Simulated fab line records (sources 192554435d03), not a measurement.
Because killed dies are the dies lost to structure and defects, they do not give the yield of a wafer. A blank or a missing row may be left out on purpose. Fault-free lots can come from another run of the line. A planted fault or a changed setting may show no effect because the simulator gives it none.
Split-lot study -- flow n5Finfet -- on a route of 1938 steps: 7 lots, 21 wafers read

## SPLIT DETAILS
At N5_BEOL_M13_SPUTTER_44 (material Ta, target thk 10 nm, time 16.13 s), the setting timeS was moved away from the recipe's 16.13 s on 8 of the 21 wafers read, by -10.4% to +11.9%. For the rest of the wafers, this setting stayed at what the recipe calls for.

The reading comes from the split's own step.

## THE READING
Ta_of_BEOL_M13_SPUTTER_44.thkNm (the simulator's own value, which no gauge read), in nm, at N5_BEOL_M13_SPUTTER_44 (material Ta, target thk 10 nm, time 16.13 s). There is no usual value for it anywhere in the file. Here, 13 wafers ran the recipe; their average is 10.0 nm with a standard deviation of 0.12 nm.

wafer,"tool, chamber at the split","timeS as run, s",against the recipe,"Ta_of_BEOL_M13_SPUTTER_44.thkNm, nm",against lot-mates on the recipe
L074.1,"pvdSputter-01, -",18.05,+11.9%,11.2,no lot-mate on the recipe
L074.2,"pvdSputter-01, -",18.05,+11.9%,11.2,no lot-mate on the recipe
L074.6,"pvdSputter-01, -",18.05,+11.9%,11,no lot-mate on the recipe
L076.1,"pvdSputter-02, -",16.13,recipe,10,-
L076.6,"pvdSputter-02, -",16.13,recipe,10,-
L076.3,"pvdSputter-02, -",16.13,recipe,9.8,-
L079.2,"pvdSputter-01, -",16.13,recipe,10,-
L079.4,"pvdSputter-01, -",16.13,recipe,10,-
L079.6,"pvdSputter-01, -",17.23,+6.8%,10.6,+0.6
L081.3,"pvdSputter-02, -",16.13,recipe,10,-
L081.4,"pvdSputter-02, -",16.13,recipe,10,-
L081.6,"pvdSputter-02, -",16.13,recipe,10.2,-
L095.1,"pvdSputter-03, -",14.49,-10.2%,8.8,-1.0
L095.4,"pvdSputter-03, -",16.13,recipe,9.8,-
L095.5,"pvdSputter-03, -",16.13,recipe,9.8,-
L097.1,"pvdSputter-01, -",16.13,recipe,10,-
L097.5,"pvdSputter-01, -",16.13,recipe,10,-
L097.2,"pvdSputter-01, -",14.45,-10.4%,9,-1.0
L094.1,"pvdSputter-02, -",14.93,-7.4%,9.4,-0.8
L094.3,"pvdSputter-02, -",14.93,-7.4%,9.6,-0.6
L094.6,"pvdSputter-02, -",16.13,recipe,10.2,-

THE FIT
A straight line over all 21 wafers: Ta_of_BEOL_M13_SPUTTER_44.thkNm changes by +0.094 nm for each +1% of timeS; r = +0.97; the points scatter about the line by 0.14 nm.
The same after taking each lot's own level away (the mean of its wafers on the recipe; 18 wafers): +0.0947 nm for each +1%; r = +0.99; scatter 0.069 nm.
The reading moves by 1.1 nm for the largest change in timeS, on that fit.
The lots' own levels span 9.80 to 10.20 nm, that is 3.2 times the standard deviation above.
Consequently the slope shifts little with the lot-to-lot level, the two slopes agreeing.
Check: with one of the wafers moved furthest among these (-10.4%) left out of the fit, the line predicts -0.988 nm for it against its lot-mates. Against them it came out at -1 nm.

## OTHER SPLITS APPLIED TO THESE WAFERS
Note: prior to the reading, these wafers also went through further splits. Each is held against what the fit with the lots' levels taken away leaves over:
other split on the same wafers,wafers away from the commonest value,r with Ta_of_BEOL_M13_SPUTTER_44.thkNm (lot level and that fit taken away)
N5_BEOL_M13_EXPOSE_25 doseMj,4,-0.13
N5_BEOL_M13_ETCH_68 timeS,8,+0.42

## THE FILE'S OWN FIT
Ta_of_BEOL_M13_SPUTTER_44.thkNm changes by +0.0953 nm for each +1% of timeS, r = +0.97.
